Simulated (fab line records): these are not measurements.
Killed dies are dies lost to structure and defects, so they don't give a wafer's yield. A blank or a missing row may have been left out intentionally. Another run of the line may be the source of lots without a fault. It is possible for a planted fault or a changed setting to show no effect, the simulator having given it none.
Matching of chambers / flow n5 finfet / pecvd-02 running N5_BEOL_M2_ILD_DEP_00: 3 sister chambers
The step deposits SiOC from DEMS/O2, target thk 79 nm, time 15.3 s. 24 wafers are shown with their chamber, then 12 later ones without.

WAFERS, EACH WITH ITS CHAMBER
wafer=L074.2; chamber=1; throttle valve pct (%)=12.0; showerhead plenum p Torr (Torr)=5.711; heater power w (W)=552
wafer=L074.3; chamber=2; throttle valve pct (%)=11.9; showerhead plenum p Torr (Torr)=5.714; heater power w (W)=513
wafer=L074.5; chamber=1; throttle valve pct (%)=12.0; showerhead plenum p Torr (Torr)=5.701; heater power w (W)=559
wafer=L078.1; chamber=2; throttle valve pct (%)=11.9; showerhead plenum p Torr (Torr)=5.698; heater power w (W)=450
wafer=L078.2; chamber=0; throttle valve pct (%)=13.2; showerhead plenum p Torr (Torr)=5.665; heater power w (W)=540
wafer=L078.3; chamber=1; throttle valve pct (%)=12.0; showerhead plenum p Torr (Torr)=5.704; heater power w (W)=525
wafer=L078.4; chamber=0; throttle valve pct (%)=13.1; showerhead plenum p Torr (Torr)=5.684; heater power w (W)=555
wafer=L078.5; chamber=2; throttle valve pct (%)=12.2; showerhead plenum p Torr (Torr)=5.703; heater power w (W)=453
wafer=L078.6; chamber=1; throttle valve pct (%)=11.8; showerhead plenum p Torr (Torr)=5.697; heater power w (W)=530
wafer=L079.1; chamber=2; throttle valve pct (%)=12.1; showerhead plenum p Torr (Torr)=5.723; heater power w (W)=440
wafer=L079.2; chamber=0; throttle valve pct (%)=13.2; showerhead plenum p Torr (Torr)=5.674; heater power w (W)=529
wafer=L079.3; chamber=1; throttle valve pct (%)=12.2; showerhead plenum p Torr (Torr)=5.709; heater power w (W)=528
wafer=L079.4; chamber=2; throttle valve pct (%)=12.3; showerhead plenum p Torr (Torr)=5.716; heater power w (W)=443
wafer=L079.5; chamber=0; throttle valve pct (%)=13.0; showerhead plenum p Torr (Torr)=5.678; heater power w (W)=563
wafer=L079.6; chamber=1; throttle valve pct (%)=12.1; showerhead plenum p Torr (Torr)=5.727; heater power w (W)=540
wafer=L080.1; chamber=2; throttle valve pct (%)=12.2; showerhead plenum p Torr (Torr)=5.699; heater power w (W)=474
wafer=L080.2; chamber=0; throttle valve pct (%)=12.8; showerhead plenum p Torr (Torr)=5.668; heater power w (W)=495
wafer=L080.3; chamber=2; throttle valve pct (%)=11.9; showerhead plenum p Torr (Torr)=5.705; heater power w (W)=486
wafer=L080.4; chamber=0; throttle valve pct (%)=12.9; showerhead plenum p Torr (Torr)=5.685; heater power w (W)=502
wafer=L080.5; chamber=0; throttle valve pct (%)=13.3; showerhead plenum p Torr (Torr)=5.681; heater power w (W)=511
wafer=L080.6; chamber=2; throttle valve pct (%)=12.1; showerhead plenum p Torr (Torr)=5.707; heater power w (W)=492
wafer=L085.2; chamber=1; throttle valve pct (%)=12.0; showerhead plenum p Torr (Torr)=5.707; heater power w (W)=536
wafer=L085.3; chamber=0; throttle valve pct (%)=13.1; showerhead plenum p Torr (Torr)=5.679; heater power w (W)=516
wafer=L085.5; chamber=0; throttle valve pct (%)=13.2; showerhead plenum p Torr (Torr)=5.676; heater power w (W)=516

SIGNATURES (means of the wafers above)
reading=throttle valve pct; chamber 0=13.089; chamber 1=12.014; chamber 2=12.075; scatter within a chamber=0.15
reading=showerhead plenum p Torr; chamber 0=5.67667; chamber 1=5.70800; chamber 2=5.70812; scatter within a chamber=0.00836
reading=heater power w; chamber 0=525.22; chamber 1=538.57; chamber 2=468.88; scatter within a chamber=22.1
Rule: a wafer lies at a distance from a chamber equal to the root of the sum of squares, over the readings, of (its reading less the chamber's mean, divided by the reading's scatter). The wafer belongs to the nearest chamber; if the next one is less than 2 further off, it can't be placed. The scatter: take each reading less its chamber's mean, square it, sum over the shown wafers, divide by the number of wafers less the number of chambers, and take the root.

WAFERS WITHOUT THEIR CHAMBER
wafer=L090.1; throttle valve pct (%)=11.9; showerhead plenum p Torr (Torr)=5.707; heater power w (W)=491
wafer=L090.2; throttle valve pct (%)=12.4; showerhead plenum p Torr (Torr)=5.713; heater power w (W)=525
wafer=L090.3; throttle valve pct (%)=12.9; showerhead plenum p Torr (Torr)=5.693; heater power w (W)=472
wafer=L090.4; throttle valve pct (%)=11.8; showerhead plenum p Torr (Torr)=5.711; heater power w (W)=507
wafer=L090.5; throttle valve pct (%)=13.1; showerhead plenum p Torr (Torr)=5.681; heater power w (W)=476
wafer=L090.6; throttle valve pct (%)=12.2; showerhead plenum p Torr (Torr)=5.706; heater power w (W)=528
wafer=L092.1; throttle valve pct (%)=12.2; showerhead plenum p Torr (Torr)=5.702; heater power w (W)=482
wafer=L092.2; throttle valve pct (%)=12.0; showerhead plenum p Torr (Torr)=5.700; heater power w (W)=578
wafer=L092.3; throttle valve pct (%)=13.1; showerhead plenum p Torr (Torr)=5.699; heater power w (W)=507
wafer=L097.1; throttle valve pct (%)=11.7; showerhead plenum p Torr (Torr)=5.713; heater power w (W)=529
wafer=L097.5; throttle valve pct (%)=12.1; showerhead plenum p Torr (Torr)=5.701; heater power w (W)=546
wafer=L097.6; throttle valve pct (%)=13.3; showerhead plenum p Torr (Torr)=5.684; heater power w (W)=458

CHAMBER TAKEN BY EACH
wafer=L090.1; from the rows above=can't be placed: 2 or 1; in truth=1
wafer=L090.2; from the rows above=can't be placed: 1 or 2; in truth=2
wafer=L090.3; from the rows above=0; in truth=0
wafer=L090.4; from the rows above=can't be placed: 1 or 2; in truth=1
wafer=L090.5; from the rows above=0; in truth=0
wafer=L090.6; from the rows above=can't be placed: 1 or 2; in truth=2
wafer=L092.1; from the rows above=can't be placed: 2 or 1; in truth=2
wafer=L092.2; from the rows above=1; in truth=1
wafer=L092.3; from the rows above=0; in truth=0
wafer=L097.1; from the rows above=can't be placed: 1 or 2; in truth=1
wafer=L097.5; from the rows above=1; in truth=1
wafer=L097.6; from the rows above=0; in truth=0
Correctly placed: 6 of 12. Can't be placed from these rows: 6 (the true chamber is among the candidates in 6). Wrongly placed: 0.
